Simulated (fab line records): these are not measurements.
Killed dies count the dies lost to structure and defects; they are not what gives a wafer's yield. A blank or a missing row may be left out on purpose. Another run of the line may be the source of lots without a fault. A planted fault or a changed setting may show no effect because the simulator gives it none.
Lot-split experiment ; flow n5 finfet ; 21 wafers read from 7 lots, route of 1938 steps

== THE SPLIT ==
At N5_BEOL_M1_PECVD_72 (deposits SiO2 from TEOS/O2, target thk 16 nm, time 18 s), the setting time s was moved away from the recipe's 18 s on 8 of the 21 wafers read, by -12.9% to +14.4%. The other wafers ran this setting at the recipe's value.

== FROM THE SPLIT TO THE READING: what the file shows between them, 3 steps ==
- N5_BEOL_M1_HM_DEP_02: deposits TiN, target thk 20 nm
- N5_BEOL_M1_COAT_61: time 60 s, resist thk 60 nm
- N5_BEOL_M1_STRIP_97: strips in N2/H2, time 10 s

== THE READING ==
SiO2_of_BEOL_M1_PECVD_72.thk nm (the simulator's own value, which no gauge read), in nm, at N5_BEOL_M1_HM_STRIP_39 (strips TiN in peroxide tin strip, target depth 25 nm, time 158 s). The file gives no usual value for it. The 13 wafers here that ran the recipe average 15.8 nm, standard deviation 0.24 nm.

wafer;tool, chamber at the split;time s as run, s;against the recipe;SiO2_of_BEOL_M1_PECVD_72.thk nm, nm;against lot-mates on the recipe
L074.4;pecvd-02, 1;19.81;+10.1%;17.6;+1.6
L074.6;pecvd-02, 0;19.81;+10.1%;17.6;+1.6
L074.5;pecvd-02, 2;18;recipe;16;-
L075.3;pecvd-04, 0;18;recipe;15.8;-
L075.5;pecvd-04, 2,1;15.68;-12.9%;13.8;-2.0
L075.6;pecvd-04, 2,1;15.68;-12.9%;13.8;-2.0
L082.2;pecvd-03, 2;20.59;+14.4%;17.8;+1.9
L082.3;pecvd-03, 0;18;recipe;16;-
L082.5;pecvd-03, 0;18;recipe;15.8;-
L083.1;pecvd-04, 0;18;recipe;15.8;-
L083.5;pecvd-04, 2;18;recipe;15.8;-
L083.2;pecvd-04, 2;16.08;-10.7%;13.8;-2.0
L084.1;pecvd-02, 0;18;recipe;15.4;-
L084.3;pecvd-02, 2;18;recipe;15.6;-
L084.4;pecvd-02, 2;18;recipe;15.6;-
L085.3;pecvd-02, 1,0;18;recipe;16;-
L085.6;pecvd-02, 1,0;18;recipe;16;-
L085.4;pecvd-02, 2;18;recipe;15.8;-
L092.2;pecvd-03, 1;18;recipe;15.2;-
L092.3;pecvd-03, 0;16.74;-7.0%;14.6;-0.6
L092.5;pecvd-03, 1;16.74;-7.0%;14.4;-0.8
The file does not say which wafer passed through which chamber wherever a row lists several chambers: such a row stands for several wafers.

FIT RESULTS
A straight line over all 21 wafers: SiO2_of_BEOL_M1_PECVD_72.thk nm changes by +0.163 nm for each +1% of time s; r = +0.98; the points scatter about the line by 0.23 nm.
The same after taking each lot's own level away (the mean of its wafers on the recipe; 21 wafers): +0.149 nm for each +1%; r = +0.99; scatter 0.18 nm.
The reading moves by 2.1 nm for the largest change in time s, on that fit.
Measured against the standard deviation above, the lots' own levels, which go from 15.20 to 16.00 nm, span 3.4 times it.
So the lot-to-lot level changes the slope little: the two slopes agree.
Check: with one of the wafers moved furthest among these (+14.4%) left out of the fit, the line predicts +2.25 nm for it against its lot-mates. It came out at +1.9 nm against them.

== OTHER SPLITS ON THESE WAFERS ==
These wafers also went through other splits before the reading. Each is held against what the fit with the lots' levels taken away leaves over:
other split on the same wafers;wafers away from the commonest value;r with SiO2_of_BEOL_M1_PECVD_72.thk nm (lot level and that fit taken away)
N5_GATE_CUT_COAT_34 spin rpm;7;+0.21
N5_MOL_CONTACT_COAG_ALD_27 time s;10;+0.30
N5_MOL_CONTACT_COAG_ALD_131 ald cycles;10;-0.08
N5_MOL_CONTACT_COAG_ETCH_91 time s;6;-0.05
N5_BEOL_M0_SAQP_COAT_08 spin rpm;8;+0.15
N5_BEOL_M0_SAQP_DESCUM_19 time s;9;-0.39
N5_BEOL_M0_CUTY_EXPOSE_54 dose mj;8;+0.35
N5_BEOL_M0_ETCH_138 source w;7;+0.11

== THE WHOLE CHAIN: every reading that the file lists as answering this split, in the file's order ==
step;what it does;reading;change (the file's fit);r (the file's)
N5_BEOL_M1_PECVD_72;deposits SiO2 from TEOS/O2, target thk 16 nm, time 18 s;SiO2_of_BEOL_M1_PECVD_72.thk nm (the simulator's own value, which no gauge read);+0.143 nm for each +1% of the setting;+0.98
N5_BEOL_M1_HM_STRIP_39;strips TiN in peroxide tin strip, target depth 25 nm, time 158 s;SiO2_of_BEOL_M1_PECVD_72.thk nm (the simulator's own value, which no gauge read);+0.15 nm for each +1% of the setting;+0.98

== THE FILE'S OWN FIT ==
SiO2_of_BEOL_M1_PECVD_72.thk nm changes by +0.15 nm for each +1% of time s, r = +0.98.
